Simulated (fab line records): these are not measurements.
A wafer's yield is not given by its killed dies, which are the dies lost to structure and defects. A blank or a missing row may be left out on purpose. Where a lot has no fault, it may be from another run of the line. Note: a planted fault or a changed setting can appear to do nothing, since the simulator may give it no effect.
Which tool is to blame? | flow nandHarc | 12 lots with 36 wafers sampled at 5 steps, on a route of 1302 steps

== WHAT THE GAUGES SHOWED, per wafer ==
NHARC_END_SORT_01. Usual: killedAtArray 65, standard deviation 19; killedAtOther 0.9, standard deviation 1.1; killedAtPeriphery 3.5, standard deviation 2.3; killedDies 69, standard deviation 19; killedOpen 3.2, standard deviation 1.8; killedShort 2.4, standard deviation 1.5.
lot  | measured     | on        | killedAtArray | killedAtOther | killedAtPeriphery | killedDies | killedOpen | killedShort | flag
L317 | day 30 20:21 | prober-01 | 25 34 27      | 0 0 1         | 4 1 2             | 29 35 30   | 1 3 2      | 1 1 7       | 
L318 | day 31 02:38 | prober-01 | 101 99 86     | 0 0 0         | 6 4 9             | 107 103 95 | 2 2 2      | 2 3 4       | 
L319 | day 31 07:13 | prober-02 | 99 99         | 4 4           | 3 2               | 106 105    | 2 2        | 2 1         | 

== EACH LOT AND THE TOOL THAT RAN IT (in order: tool; ch and the chambers of the sampled wafers; start) ==
lot  | NHARC_P_GATE_ALD_36              | NHARC_P_GATE_ETCHBACK_37                     | NHARC_P_GATE_STRIP_112              | NHARC_P_GATE_STRIP_95
L303 | aldSin-04 ch 2,3, day 5 14:53    | rieDiel-10 ch 0,1,2, day 6 02:43 or earlier  | plasmaAsher-01 ch 0, day 6 02:43    | plasmaAsher-02 ch 0,1, day 6 05:08
L304 | aldSin-02 ch 0,1,2, day 6 00:49  | rieDiel-13 ch 0,1,2, day 6 13:01 or earlier  | plasmaAsher-01 ch 0,1, day 6 13:01  | plasmaAsher-01 ch 0,1, day 6 15:17
L305 | aldSin-01 ch 0,1,2, day 6 12:37  | rieDiel-10 ch 0,1, day 7 02:02 or earlier    | plasmaAsher-01 ch 0, day 7 02:02    | plasmaAsher-01 ch 0,1, day 7 04:30
L307 | aldSin-02 ch 0,1,2, day 7 09:20  | rieDiel-13 ch 0,1,2, day 7 22:28 or earlier  | plasmaAsher-02 ch 0,1, day 7 22:28  | plasmaAsher-02 ch 0,1, day 8 00:46
L308 | aldSin-01 ch 2,3, day 7 14:47    | rieDiel-09 ch 0,1,2, day 8 03:50 or earlier  | plasmaAsher-02 ch 0,1, day 8 03:50  | plasmaAsher-02 ch 0, day 8 06:25
L309 | aldSin-04 ch 2,3, day 7 20:14    | rieDiel-10 ch 0,1, day 8 09:05 or earlier    | plasmaAsher-01 ch 0,1, day 8 09:05  | plasmaAsher-01 ch 0,1, day 8 11:26
L312 | aldSin-04 ch 0,2,3, day 9 04:29  | rieDiel-13 ch 1,2,3, day 9 17:19 or earlier  | plasmaAsher-02 ch 1, day 9 17:19    | plasmaAsher-01 ch 0,1, day 9 19:43
L313 | aldSin-02 ch 0,1,3, day 9 15:34  | rieDiel-10 ch 0,1,2, day 10 03:05 or earlier | plasmaAsher-01 ch 0,1, day 10 03:05 | plasmaAsher-02 ch 0,1, day 10 05:32
L316 | aldSin-02 ch 1,2,3, day 11 02:43 | rieDiel-09 ch 0,3, day 11 14:36 or earlier   | plasmaAsher-01 ch 0,1, day 11 14:36 | plasmaAsher-01 ch 0,1, day 11 17:29
L317 | aldSin-01 ch 1,2,3, day 12 00:09 | rieDiel-10 ch 0,1, day 12 09:59 or earlier   | plasmaAsher-01 ch 0,1, day 12 09:59 | plasmaAsher-02 ch 0,1, day 12 12:22
L318 | aldSin-02 ch 0,2,3, day 12 02:38 | rieDiel-09 ch 0,1,3, day 12 15:47 or earlier | plasmaAsher-01 ch 0,1, day 12 15:47 | plasmaAsher-01 ch 0,1, day 12 18:06
L319 | aldSin-01 ch 1,3, day 12 07:08   | rieDiel-09 ch 1,2, day 12 20:16 or earlier   | plasmaAsher-01 ch 0,1, day 12 20:16 | plasmaAsher-01 ch 0,1, day 12 22:32
- NHARC_P_GATE_ALD_36: deposits SiNx, target thk 20 nm, pulse time 60 s, ald cycles 223.
- NHARC_P_GATE_ETCHBACK_37: etches the open film in CHF3/O2, target depth 34.5 nm, time 17.2 s.
- NHARC_P_GATE_STRIP_112: strips in N2/H2, time 200 s.
- NHARC_P_GATE_STRIP_95: strips in O2.

== WHAT THE TOOLS THEMSELVES READ (means of the sampled wafers that have a number; where no wafer has one, the mark that the record gives instead) ==
NHARC_P_GATE_ALD_36. Usual: heaterPowerW 844 W, standard deviation 70; precursorPulseHeightRel 0.999, standard deviation 0.022.
lot  | tool      | heaterPowerW (W) | precursorPulseHeightRel | flag
L303 | aldSin-04 | 783              | 0.993                   | 
L304 | aldSin-02 | 801              | 0.992                   | 
L305 | aldSin-01 | 893              | 0.994                   | 
L307 | aldSin-02 | 792              | 1.010                   | 
L308 | aldSin-01 | 835              | 0.989                   | 
L309 | aldSin-04 | 777              | 1.005                   | 
L312 | aldSin-04 | 849              | 0.985                   | 
L313 | aldSin-02 | 759              | 0.990                   | 
L316 | aldSin-02 | 788              | 0.999                   | 
L317 | aldSin-01 | 873              | 0.988                   | 
L318 | aldSin-02 | 819              | 1.008                   | 
L319 | aldSin-01 | 863              | 0.999                   | 

NHARC_P_GATE_ETCHBACK_37. Usual: drypumpMotorCurrentA 5.7 A, standard deviation 0.49; mfcArSccm 199.9 sccm, standard deviation 0.65; oesProductAu 0.94 a.u., standard deviation 0.033; rfVppV 371.1 V, standard deviation 1.4; showerheadPlenumPTorr 2.42 Torr, standard deviation 0.053; throttleValvePct 20.572 %, standard deviation 0.0098.
lot  | tool       | drypumpMotorCurrentA (A) | mfcArSccm (sccm) | oesProductAu (a.u.) | rfVppV (V) | showerheadPlenumPTorr (Torr) | throttleValvePct (%) | flag
L303 | rieDiel-10 | 5.9                      | 199.8            | 1.00                | 370.5      | 2.42                         | 20.575               | 
L304 | rieDiel-13 | 5.5                      | 199.9            | 1.00                | 370.3      | 2.42                         | 20.589               | 
L305 | rieDiel-10 | 5.8                      | 199.8            | 0.92                | 372.2      | 2.43                         | 20.574               | 
L307 | rieDiel-13 | 5.5                      | 199.9            | 0.94                | 371.9      | 2.42                         | 20.579               | 
L308 | rieDiel-09 | 6.0                      | 200.2            | 0.92                | 371.8      | 2.43                         | 20.579               | 
L309 | rieDiel-10 | 5.8                      | 199.8            | 0.92                | 371.3      | 2.43                         | 20.575               | 
L312 | rieDiel-13 | 5.7                      | 199.8            | 0.92                | 371.2      | 2.42                         | 20.574               | 
L313 | rieDiel-10 | 5.9                      | 199.8            | 1.00                | 371.3      | 2.42                         | 20.562               | 
L316 | rieDiel-09 | 5.7                      | 200.1            | 0.93                | 372.6      | 2.46                         | 20.585               | 
L317 | rieDiel-10 | 6.0                      | 199.4            | 0.91                | 371.5      | 2.46                         | 20.562               | 
L318 | rieDiel-09 | 5.8                      | 200.1            | 0.93                | 370.8      | 2.41                         | 20.580               | 
L319 | rieDiel-09 | 6.1                      | 200.3            | 0.90                | 369.8      | 2.40                         | 20.573               | 

NHARC_P_GATE_STRIP_112. Usual: drypumpMotorCurrentA 5.70 A, standard deviation 0.16; heaterPowerW 95 W, standard deviation 6.
lot  | tool           | drypumpMotorCurrentA (A) | heaterPowerW (W) | flag
L303 | plasmaAsher-01 | 5.75                     | 92               | 
L304 | plasmaAsher-01 | 5.62                     | 90               | 
L305 | plasmaAsher-01 | 5.78                     | 91               | 
L307 | plasmaAsher-02 | 5.81                     | 103              | 
L308 | plasmaAsher-02 | 5.68                     | 98               | 
L309 | plasmaAsher-01 | 5.68                     | 92               | 
L312 | plasmaAsher-02 | 5.95                     | 108              | 
L313 | plasmaAsher-01 | 5.70                     | 92               | 
L316 | plasmaAsher-01 | -                        | -                | OFF
L317 | plasmaAsher-01 | -                        | -                | OFF
L318 | plasmaAsher-01 | -                        | -                | OFF
L319 | plasmaAsher-01 | 5.70                     | 93               | 

NHARC_P_GATE_STRIP_95. Usual: drypumpMotorCurrentA 5.70 A, standard deviation 0.17; heaterPowerW 358 W, standard deviation 24.
lot  | tool           | drypumpMotorCurrentA (A) | heaterPowerW (W) | flag
L303 | plasmaAsher-02 | 5.66                     | 363              | 
L304 | plasmaAsher-01 | 5.62                     | 329              | 
L305 | plasmaAsher-01 | 5.63                     | 327              | 
L307 | plasmaAsher-02 | 5.68                     | 367              | 
L308 | plasmaAsher-02 | 5.52                     | 346              | 
L309 | plasmaAsher-01 | 5.68                     | 344              | 
L312 | plasmaAsher-01 | 5.69                     | 342              | 
L313 | plasmaAsher-02 | 5.68                     | 361              | 
L316 | plasmaAsher-01 | 5.70                     | 345              | 
L317 | plasmaAsher-02 | 5.66                     | 359              | 
L318 | plasmaAsher-01 | 5.64                     | 350              | 
L319 | plasmaAsher-01 | 5.61                     | 350              | 

== THE ANSWER, worked out from the rows above alone ==
Rule: lot off if the mean of its wafers having a number is beyond 3 standard deviations from the usual mean. A lot without any number at a reading at which 4 lots or more have one is off too. The other lots that the step has rows for count as sound. Order of review: gauges by route order, followed by the tools' own readings, for which a lot's mean as printed above is used. At the first step where some lot is off, the reading lying furthest off is the one used; lots without a number count as furthest.
Off, at NHARC_P_GATE_STRIP_112 on drypumpMotorCurrentA: L316, L317, L318. Without a number there: L316, L317, L318.
If a tool, at that step or one of the process steps before it, ran each lot that is off and ran no sound lot following the first of them, it fits. With no start given for some of its lots, NHARC_P_GATE_ETCHBACK_37 uses the hours and lot order of NHARC_P_GATE_STRIP_112. None of those tried fits.

== WHAT WAS PUT IN BY THE SIMULATOR ==
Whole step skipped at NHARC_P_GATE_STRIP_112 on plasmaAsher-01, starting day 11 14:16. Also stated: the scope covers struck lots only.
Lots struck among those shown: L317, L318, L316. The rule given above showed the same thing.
